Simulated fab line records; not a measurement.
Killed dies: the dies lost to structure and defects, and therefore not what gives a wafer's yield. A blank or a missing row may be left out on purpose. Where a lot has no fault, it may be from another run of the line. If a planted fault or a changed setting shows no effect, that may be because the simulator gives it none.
Which tool did it? -- flow n5Finfet -- 24 lots with 72 wafers sampled at 6 steps, on a route of 1938 steps

== WHAT THE GAUGES READ, wafer by wafer ==
The record holds no reading of a measuring or inspecting step that can be judged against a usual standard deviation.

== WHAT TOOL EACH LOT RAN ON (gives the tool, then ch and the chambers of the sampled wafers, and finally the start) ==
lot,N5_BEOL_M15_STRIP_63,N5_BEOL_M15_STRIP_37,N5_PASSIVATION_PECVD_00,N5_MIM_TOP_ALD_00,N5_MIM_TOP_SPUTTER_03,N5_PASSIVATION_PECVD_55
L074,"rieDiel-02 ch 1,3, day 12 23:53 or earlier","rieDiel-06 ch 0,3, day 12 23:53 or earlier","pecvd-03 ch 0,1, day 12 23:53","aldHk-03 ch 0,2,3, day 13 00:34","pvdSputter-01, day 13 01:13","pecvd-04 ch 1,2, day 13 03:38"
L075,"rieDiel-03 ch 0,3, day 13 18:37 or earlier","rieDiel-06 ch 0,1,3, day 13 18:37 or earlier","pecvd-03 ch 0,1,2, day 13 18:37","aldHk-01 ch 0,2,3, day 13 19:16","pvdSputter-03, day 13 20:08","pecvd-04 ch 0,1,2, day 13 22:29"
L078,"rieDiel-03 ch 0,1,3, day 14 06:58 or earlier","rieDiel-03 ch 1,3, day 14 06:58 or earlier","pecvd-02 ch 0,1,2, day 14 06:58","aldHk-01 ch 0,2,3, day 14 09:29","pvdSputter-03, day 14 10:29","pecvd-01 ch 0,2, day 14 12:58"
L076,"rieDiel-06 ch 1,2,3, day 14 08:46 or earlier","rieDiel-03 ch 0,3, day 14 08:46 or earlier","pecvd-02 ch 0,2, day 14 08:46","aldHk-03 ch 0,1,2, day 14 09:50","pvdSputter-02, day 14 10:51","pecvd-03 ch 2, day 14 13:31"
L077,"rieDiel-02 ch 1,3, day 14 12:11 or earlier","rieDiel-03 ch 1,2, day 14 12:11 or earlier","pecvd-03 ch 1,2, day 14 12:11","aldHk-03 ch 1,2,3, day 14 13:27","pvdSputter-02, day 14 14:07","pecvd-04 ch 0,1, day 14 16:29"
L079,"rieDiel-02 ch 0,2,3, day 14 19:57 or earlier","rieDiel-06 ch 1,2,3, day 14 19:57 or earlier","pecvd-02 ch 0,1, day 14 19:57","aldHk-02 ch 1,3, day 14 20:22","pvdSputter-02, day 14 21:37","pecvd-01 ch 0,1, day 15 00:09"
L083,"rieDiel-06 ch 0,1,3, day 14 21:22 or earlier","rieDiel-02 ch 0,3, day 14 21:22 or earlier","pecvd-04 ch 0,1,2, day 14 21:22","aldHk-03 ch 0,2,3, day 14 22:42","pvdSputter-02, day 14 23:58","pecvd-03 ch 0,2, day 15 02:37"
L082,"rieDiel-06 ch 1,2, day 15 01:45 or earlier","rieDiel-02 ch 1,2,3, day 15 01:45 or earlier","pecvd-02 ch 0,1, day 15 01:45","aldHk-03 ch 0,3, day 15 02:23","pvdSputter-01, day 15 02:56","pecvd-01 ch 0,2, day 15 05:10"
L080,"rieDiel-06 ch 0,1, day 15 11:55 or earlier","rieDiel-06 ch 0,1,3, day 15 11:55 or earlier","pecvd-04 ch 0,1,2, day 15 11:55","aldHk-03 ch 0,3, day 15 12:38","pvdSputter-02, day 15 13:20","pecvd-03 ch 0,1,2, day 15 15:40"
L084,"rieDiel-03 ch 1,3, day 16 01:41 or earlier","rieDiel-03 ch 0,1,2, day 16 01:41 or earlier","pecvd-04 ch 0,1, day 16 01:41","aldHk-02 ch 0,1, day 16 02:22","pvdSputter-03, day 16 04:33","pecvd-03 ch 0,1,2, day 16 08:39"
L081,"rieDiel-03 ch 0,1,2, day 16 04:44 or earlier","rieDiel-02 ch 1,2, day 16 04:44 or earlier","pecvd-03 ch 1,2, day 16 04:44","aldHk-03 ch 0,2,3, day 16 05:17","pvdSputter-02, day 16 05:47","pecvd-04 ch 0,1, day 16 09:41"
L085,"rieDiel-03 ch 0,2,3, day 16 07:43 or earlier","rieDiel-02 ch 0,2, day 16 07:43 or earlier","pecvd-04 ch 0,1, day 16 07:43","aldHk-01 ch 0,1,3, day 16 08:21","pvdSputter-03, day 16 08:56","pecvd-04 ch 0,1,2, day 16 11:46"
L088,"rieDiel-03 ch 0,2,3, day 16 20:02 or earlier","rieDiel-02 ch 0,1,3, day 16 20:02 or earlier","pecvd-03 ch 0,1,2, day 16 20:02","aldHk-02 ch 0,2,3, day 17 00:15","pvdSputter-03, day 17 01:10","pecvd-01 ch 0,2, day 17 03:55"
L087,"rieDiel-02 ch 1,2,3, day 16 20:58 or earlier","rieDiel-06 ch 0,1,2, day 16 20:58 or earlier","pecvd-02 ch 1,2, day 16 20:58","aldHk-03 ch 0,2,3, day 17 00:22","pvdSputter-02, day 17 03:31","pecvd-03 ch 0,2, day 17 06:13"
L089,"rieDiel-02 ch 0,1,3, day 17 03:02 or earlier","rieDiel-02 ch 0,1,3, day 17 03:02 or earlier","pecvd-02 ch 0,1, day 17 03:02","aldHk-01 ch 0,2, day 17 03:52","pvdSputter-03, day 17 04:22","pecvd-03 ch 0,1, day 17 06:38"
L086,"rieDiel-06 ch 0,2, day 17 19:59 or earlier","rieDiel-02 ch 0,2,3, day 17 19:59 or earlier","pecvd-02 ch 0,2, day 17 19:59","aldHk-02 ch 1,2, day 17 21:32","pvdSputter-03, day 17 22:23","pecvd-03 ch 0,1,2, day 18 00:58"
L091,"rieDiel-02 ch 0,1,3, day 17 20:47 or earlier","rieDiel-06 ch 0,2, day 17 20:47 or earlier","pecvd-02 ch 0,1, day 17 20:47","aldHk-03 ch 0,3, day 17 21:55","pvdSputter-03, day 17 23:20","pecvd-01 ch 1,2, day 18 01:42"
L093,"rieDiel-03 ch 1,2,3, day 18 09:02 or earlier","rieDiel-06 ch 1,3, day 18 09:02 or earlier","pecvd-04 ch 1,2, day 18 09:02","aldHk-01 ch 2,3, day 18 11:46","pvdSputter-02, day 18 13:35","pecvd-03 ch 0,1,2, day 18 16:01"
L092,"rieDiel-03 ch 2,3, day 18 16:59 or earlier","rieDiel-06 ch 1,3, day 18 16:59 or earlier","pecvd-04 ch 0,1, day 18 16:59","aldHk-02 ch 0,1, day 18 18:06","pvdSputter-03, day 18 18:50","pecvd-04 ch 0,2, day 18 21:02"
L094,"rieDiel-03 ch 0,1, day 19 05:58 or earlier","rieDiel-03 ch 1,2, day 19 05:58 or earlier","pecvd-04 ch 0,1,2, day 19 05:58","aldHk-03 ch 0,1,3, day 19 14:59","pvdSputter-03, day 19 15:55","pecvd-01 ch 0,1,2, day 19 18:28"
L090,"rieDiel-02 ch 0,1,2, day 20 00:17 or earlier","rieDiel-03 ch 0,2, day 20 00:17 or earlier","pecvd-03 ch 0, day 20 00:17","aldHk-01 ch 1,2,3, day 20 01:31","pvdSputter-03, day 20 02:20","pecvd-03 ch 0,1, day 20 05:01"
L097,"rieDiel-02 ch 0,2,3, day 20 05:24 or earlier","rieDiel-03 ch 0,1,3, day 20 05:24 or earlier","pecvd-02 ch 1,2, day 20 05:24","aldHk-01 ch 0,1,3, day 20 08:17","pvdSputter-02, day 20 11:14","pecvd-04 ch 0, day 20 13:41"
L096,"rieDiel-02 ch 0,1,2, day 20 06:58 or earlier","rieDiel-02 ch 2,3, day 20 06:58 or earlier","pecvd-04 ch 0,1,2, day 20 06:58","aldHk-02 ch 0,1,3, day 20 08:25","pvdSputter-02, day 20 11:22","pecvd-04 ch 0,1, day 20 13:56"
L095,"rieDiel-06 ch 0,2, day 20 19:28 or earlier","rieDiel-02 ch 0,2,3, day 20 19:28 or earlier","pecvd-03 ch 0,1, day 20 19:28","aldHk-02 ch 0,2, day 20 20:06","pvdSputter-03, day 20 22:36","pecvd-04 ch 0, day 21 01:52"
- N5_BEOL_M15_STRIP_63: strips in O2.
- N5_BEOL_M15_STRIP_37: strips in O2.
- N5_PASSIVATION_PECVD_00: deposits SiO2 from SiH4/N2O, target thk 200 nm, time 11.2 s.
- N5_MIM_TOP_ALD_00: deposits Al2O3, purge time 3 s, co reactant pulse time 3 s.
- N5_MIM_TOP_SPUTTER_03: material TiN, target thk 35 nm, time 89.7 s.
- N5_PASSIVATION_PECVD_55: deposits SiO2 from SiH4/N2O, target thk 400 nm, time 22.5 s.

== WHAT THE TOOLS THEMSELVES READ (means of the sampled wafers that have a number; where no wafer has one, the mark that the record gives instead) ==
N5_BEOL_M15_STRIP_63. Usual: drypumpMotorCurrentA 5.6 A, standard deviation 0.39; oesProductAu 0.79 a.u., standard deviation 0.078; rfVppV 3.7 V, standard deviation 0.77; showerheadPlenumPTorr 2.10 Torr, standard deviation 0.072; throttleValvePct 16.70 %, standard deviation 0.19.
lot,tool,drypumpMotorCurrentA (A),oesProductAu (a.u.),rfVppV (V),showerheadPlenumPTorr (Torr),throttleValvePct (%),flag
L074,rieDiel-02,5.5,0.79,3.6,2.12,16.57,
L075,rieDiel-03,5.6,0.80,4.2,2.14,16.74,
L078,rieDiel-03,5.8,0.76,3.9,2.13,16.86,
L076,rieDiel-06,5.6,0.75,3.4,2.03,16.78,
L077,rieDiel-02,5.5,0.74,3.5,2.03,16.68,
L079,rieDiel-02,5.5,0.73,3.1,2.02,16.75,
L083,rieDiel-06,5.6,0.77,3.2,2.07,16.69,
L082,rieDiel-06,5.6,0.79,3.3,2.05,16.76,
L080,rieDiel-06,5.5,0.83,4.0,2.08,16.62,
L084,rieDiel-03,6.0,0.72,4.2,2.12,16.98,
L081,rieDiel-03,5.9,0.81,3.7,2.13,16.71,
L085,rieDiel-03,5.4,0.79,3.9,2.15,16.74,
L088,rieDiel-03,5.4,0.80,3.5,2.15,16.74,
L087,rieDiel-02,5.5,0.82,3.7,2.16,16.58,
L089,rieDiel-02,5.5,0.83,3.3,2.14,16.47,
L086,rieDiel-06,5.6,0.81,3.2,2.03,16.68,
L091,rieDiel-02,5.5,0.83,3.3,2.13,16.50,
L093,rieDiel-03,5.6,0.78,4.4,2.14,16.85,
L092,rieDiel-03,5.1,0.75,3.5,2.16,16.87,
L094,rieDiel-03,6.1,0.77,2.7,2.12,16.78,
L090,rieDiel-02,5.5,0.84,3.1,2.08,16.58,
L097,rieDiel-02,5.6,0.87,3.5,2.09,16.54,
L096,rieDiel-02,5.5,0.83,4.1,2.08,16.58,
L095,rieDiel-06,5.7,0.76,3.8,1.98,16.80,

N5_BEOL_M15_STRIP_37. Usual: drypumpMotorCurrentA 5.6 A, standard deviation 0.34; oesProductAu 0.79 a.u., standard deviation 0.081; rfVppV 3.6 V, standard deviation 0.59; showerheadPlenumPTorr 2.09 Torr, standard deviation 0.074; throttleValvePct 16.68 %, standard deviation 0.19.
lot,tool,drypumpMotorCurrentA (A),oesProductAu (a.u.),rfVppV (V),showerheadPlenumPTorr (Torr),throttleValvePct (%),flag
L074,rieDiel-06,5.6,0.81,3.7,2.07,16.60,
L075,rieDiel-06,5.6,0.78,3.9,2.08,16.66,
L078,rieDiel-03,5.4,0.72,3.4,2.14,16.99,
L076,rieDiel-03,5.3,0.75,3.5,2.15,16.89,
L077,rieDiel-03,6.1,0.80,3.2,2.13,16.78,
L079,rieDiel-06,5.7,0.74,3.8,2.03,16.78,
L083,rieDiel-02,5.6,0.73,3.3,1.97,16.74,
L082,rieDiel-02,5.5,0.74,3.9,2.07,16.70,
L080,rieDiel-06,5.6,0.78,3.2,2.07,16.69,
L084,rieDiel-03,5.9,0.81,3.8,2.13,16.70,
L081,rieDiel-02,5.5,0.76,3.7,2.15,16.62,
L085,rieDiel-02,5.5,0.72,3.4,2.06,16.77,
L088,rieDiel-02,5.5,0.83,4.0,2.14,16.50,
L087,rieDiel-06,5.6,0.79,3.8,2.04,16.73,
L089,rieDiel-02,5.5,0.84,4.0,2.13,16.49,
L086,rieDiel-02,5.5,0.78,3.6,2.09,16.63,
L091,rieDiel-06,5.7,0.77,3.7,1.99,16.77,
L093,rieDiel-06,5.7,0.88,3.7,2.05,16.52,
L092,rieDiel-06,5.7,0.90,3.4,2.05,16.52,
L094,rieDiel-03,6.1,0.77,3.9,2.13,16.84,
L090,rieDiel-03,5.6,0.83,4.1,2.15,16.59,
L097,rieDiel-03,5.8,0.73,2.9,2.12,16.91,
L096,rieDiel-02,5.6,0.95,4.0,2.11,16.49,
L095,rieDiel-02,5.6,0.86,3.5,2.09,16.54,

N5_PASSIVATION_PECVD_00. Usual: heaterPowerW 772 W, standard deviation 110; showerheadPlenumPTorr 8.22 Torr, standard deviation 0.13; throttleValvePct 52 %, standard deviation 4.5.
lot,tool,heaterPowerW (W),showerheadPlenumPTorr (Torr),throttleValvePct (%),flag
L074,pecvd-03,731,8.28,53,
L075,pecvd-03,814,8.22,53,
L078,pecvd-02,818,8.26,51,
L076,pecvd-02,829,8.30,50,
L077,pecvd-03,793,8.20,50,
L079,pecvd-02,793,8.22,53,
L083,pecvd-04,713,8.18,56,
L082,pecvd-02,837,8.22,53,
L080,pecvd-04,687,8.17,56,
L084,pecvd-04,628,8.24,60,
L081,pecvd-03,824,8.13,51,
L085,pecvd-04,671,8.24,60,
L088,pecvd-03,851,8.22,54,
L087,pecvd-02,811,8.26,48,
L089,pecvd-02,773,8.22,53,
L086,pecvd-02,863,8.30,51,
L091,pecvd-02,883,8.27,53,
L093,pecvd-04,703,8.02,50,
L092,pecvd-04,630,8.23,50,
L094,pecvd-04,571,8.17,51,
L090,pecvd-03,859,8.31,60,
L097,pecvd-02,748,8.21,51,
L096,pecvd-04,683,8.18,52,
L095,pecvd-03,687,8.31,53,

N5_MIM_TOP_ALD_00. Usual: precursorPulseHeightRel 1.001, standard deviation 0.02.
lot,tool,precursorPulseHeightRel,flag
L074,aldHk-03,1.002,
L075,aldHk-01,1.001,
L078,aldHk-01,1.004,
L076,aldHk-03,1.007,
L077,aldHk-03,1.000,
L079,aldHk-02,0.997,
L083,aldHk-03,1.013,
L082,aldHk-03,1.028,
L080,aldHk-03,0.998,
L084,aldHk-02,0.994,
L081,aldHk-03,0.989,
L085,aldHk-01,0.990,
L088,aldHk-02,0.973,
L087,aldHk-03,1.017,
L089,aldHk-01,1.002,
L086,aldHk-02,0.992,
L091,aldHk-03,0.983,
L093,aldHk-01,1.015,
L092,aldHk-02,1.003,
L094,aldHk-03,0.994,
L090,aldHk-01,1.012,
L097,aldHk-01,0.993,
L096,aldHk-02,0.993,
L095,aldHk-02,0.992,

N5_MIM_TOP_SPUTTER_03. Usual: throttleValvePct 29.6 %, standard deviation 0.87.
lot,tool,throttleValvePct (%),flag
L074,pvdSputter-01,29.3,
L075,pvdSputter-03,28.8,
L078,pvdSputter-03,29.2,
L076,pvdSputter-02,29.4,
L077,pvdSputter-02,29.2,
L079,pvdSputter-02,29.5,
L083,pvdSputter-02,29.5,
L082,pvdSputter-01,29.3,
L080,pvdSputter-02,29.5,
L084,pvdSputter-03,30.7,
L081,pvdSputter-02,29.7,
L085,pvdSputter-03,29.7,
L088,pvdSputter-03,30.1,
L087,pvdSputter-02,29.8,
L089,pvdSputter-03,29.1,
L086,pvdSputter-03,29.5,
L091,pvdSputter-03,29.7,
L093,pvdSputter-02,29.8,
L092,pvdSputter-03,30.1,
L094,pvdSputter-03,29.7,
L090,pvdSputter-03,29.2,
L097,pvdSputter-02,29.5,
L096,pvdSputter-02,29.4,
L095,pvdSputter-03,29.2,

N5_PASSIVATION_PECVD_55. Usual: heaterPowerW 708 W, standard deviation 130; showerheadPlenumPTorr 8.19 Torr, standard deviation 0.13; throttleValvePct 53 %, standard deviation 4.3.
lot,tool,heaterPowerW (W),showerheadPlenumPTorr (Torr),throttleValvePct (%),flag
L074,pecvd-04,680,8.03,55,
L075,pecvd-04,631,8.17,56,
L078,pecvd-01,720,8.15,51,
L076,pecvd-03,930,8.05,51,
L077,pecvd-04,661,8.32,56,
L079,pecvd-01,591,8.15,53,
L083,pecvd-03,884,8.14,54,
L082,pecvd-01,640,8.16,51,
L080,pecvd-03,817,8.22,53,
L084,pecvd-03,817,8.22,53,
L081,pecvd-04,694,8.32,57,
L085,pecvd-04,658,8.17,56,
L088,pecvd-01,641,8.15,52,
L087,pecvd-03,846,8.23,58,
L089,pecvd-03,749,8.30,56,
L086,pecvd-03,785,8.21,54,
L091,pecvd-01,564,8.15,51,
L093,pecvd-03,800,8.21,54,
L092,pecvd-04,666,8.11,52,
L094,pecvd-01,586,8.15,52,
L090,pecvd-03,754,8.29,53,
L097,pecvd-04,692,8.38,53,
L096,pecvd-04,654,8.23,51,
L095,pecvd-04,675,8.38,53,

== THE ANSWER, worked out from the rows above alone ==
Rule: a lot is off if the mean of its wafers that have a number lies more than 3 standard deviations from the usual mean. A lot without any number at a reading at which 4 lots or more have one is off too. Where the step has rows for the other lots, those lots are counted as sound. Order of review: gauges by route order, followed by the tools' own readings, for which a lot's mean as printed above is used. The first step at which some lot is off is used, and at that step the reading that is off furthest; a lot without a number counts as furthest.
No lot is off on any of the readings shown, so nothing can be concluded from this.

== WHAT THE SIMULATOR HAD INSERTED ==
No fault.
